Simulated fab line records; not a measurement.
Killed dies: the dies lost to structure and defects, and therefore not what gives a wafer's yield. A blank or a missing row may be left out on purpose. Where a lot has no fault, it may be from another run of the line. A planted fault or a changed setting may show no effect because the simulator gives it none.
One fault through the eyes of 2 desks ; flow nand_harc ; what lay behind the numbers comes last; until then each desk has only its own

THE DEFECT DESK
For each lot, the counts of the inspections along the route, averaged over the sampled wafers that have a number. A lot is out of limits, marked OUT, if its mean lies more than 4 standard deviations from the usual mean; the brackets give that distance.
Columns: A = raw_defect_count at NHARC_A_ONON_D1_INSPECT_32, usual 76; B = raw_defect_count at NHARC_A_CHANNEL_HOLE_D1_INSPECT_12, usual 5.5
lot;first seen here;A;B
L338;day 8 14:52;72;6.7
L341;day 9 07:28;65;4.3
L343;day 9 17:02;73;4.0
L352;day 12 02:21;111;7.7
L355;day 12 10:39;96;8.3
Result from this desk: across the 5 lots, nothing is out of limits.

AT THE METROLOGY DESK
Lot by lot, what the gauges showed, no matter which tool ran the lot: averages of those sampled wafers that carry a number. A lot is out of limits, marked OUT, if its mean lies more than 4 standard deviations from the usual mean; the brackets give that distance.
Columns: A = thk_nm at NHARC_A_ONON_D1_THK_MEAS_34, usual 200.0 nm; B = cd_nm at NHARC_A_CHANNEL_HOLE_D1_CD_MEAS_10, usual 99.9 nm; C = overlay_x_nm at NHARC_A_CHANNEL_HOLE_D1_OVL_MEAS_11, usual 0.2 nm; D = overlay_y_nm at NHARC_A_CHANNEL_HOLE_D1_OVL_MEAS_11, usual 0.5 nm
lot;first seen here;A;B;C;D
L338;day 8 14:47;198.8;100.1;0.2;0.7
L341;day 9 07:23;200.2;99.9;0.4;1.6
L343;day 9 16:59;197.6;100.4;0.7;0.9
L352;day 12 02:17;201.1;99.1;0.3;1.2
L355;day 12 10:35;198.0;100.5;0.2;1.8
Result from this desk: across the 5 lots, nothing is out of limits.

ALL TOGETHER
No out-of-limits result turned up at the defect desk.
Metrology desk: nothing out of limits seen.

WHAT HAD BEEN PUT IN BY THE SIMULATOR
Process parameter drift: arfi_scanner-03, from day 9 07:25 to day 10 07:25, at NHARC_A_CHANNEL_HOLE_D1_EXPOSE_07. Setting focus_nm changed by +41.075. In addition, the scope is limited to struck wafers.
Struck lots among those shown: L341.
